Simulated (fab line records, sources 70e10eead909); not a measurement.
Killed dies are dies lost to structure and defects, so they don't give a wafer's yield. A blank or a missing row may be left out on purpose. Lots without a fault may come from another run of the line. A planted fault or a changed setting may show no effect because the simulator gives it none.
Chamber matching | flow nand_harc | NHARC_A_CHANNEL_FILL_D2_ALD_16 on ald_hk-03: 4 sister chambers
The step deposits SiO2, target thk 1.5 nm, pulse time 10 s, ald cycles 15. 16 wafers are shown with their chamber, then 8 later ones without.

WAFERS WITH THEIR CHAMBER
wafer  | chamber | heater_power_w (W) | precursor_pulse_height_rel
L078.3 | 0       | 436                | 0.978
L078.4 | 1       | 535                | 0.970
L078.6 | 2       | 487                | 0.962
L077.2 | 3       | 414                | 0.980
L077.4 | 2       | 473                | 0.976
L077.6 | 2       | 484                | 1.044
L079.1 | 1       | 538                | 0.983
L079.2 | 3       | 410                | 0.990
L079.3 | 2       | 480                | 1.027
L082.1 | 3       | 420                | 1.010
L082.2 | 1       | 515                | 1.001
L082.5 | 1       | 526                | 0.968
L085.1 | 3       | 410                | 1.037
L085.2 | 2       | 482                | 1.002
L085.4 | 0       | 417                | 1.021
L087.1 | 1       | 530                | 0.981

SIGNATURES (means of the wafers above)
reading                    | chamber 0 | chamber 1 | chamber 2 | chamber 3 | scatter within a chamber
heater_power_w             | 426.50    | 528.80    | 481.20    | 413.50    | 7.53
precursor_pulse_height_rel | 0.99950   | 0.98060   | 1.00220   | 1.00425   | 0.0261
Rule: a wafer's distance from a chamber is the root of the sum, over the readings, of the square of ((its reading less the chamber's mean) divided by the reading's scatter). The wafer belongs to the nearest chamber; if the next one is less than 2 further off, it can't be placed. The scatter: the root of (the sum of the squares of (reading less its chamber's mean) over the shown wafers, divided by (wafers less chambers)).

WAFERS WITHOUT THEIR CHAMBER
wafer  | heater_power_w (W) | precursor_pulse_height_rel
L087.4 | 477                | 0.995
L087.6 | 472                | 1.024
L090.2 | 469                | 1.022
L090.3 | 419                | 0.989
L090.6 | 427                | 1.022
L096.2 | 420                | 1.027
L096.3 | 530                | 1.045
L096.4 | 479                | 1.026

WHICH CHAMBER EACH WENT THROUGH
wafer  | from the rows above     | in truth
L087.4 | 2                       | 2
L087.6 | 2                       | 2
L090.2 | 2                       | 2
L090.3 | can't be placed: 3 or 0 | 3
L090.6 | can't be placed: 0 or 3 | 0
L096.2 | can't be placed: 3 or 0 | 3
L096.3 | 1                       | 1
L096.4 | 2                       | 2
Placed correctly: 5 of 8. Can't be placed from these rows: 3 (the true chamber is among the candidates in 3). Placed wrongly: 0.
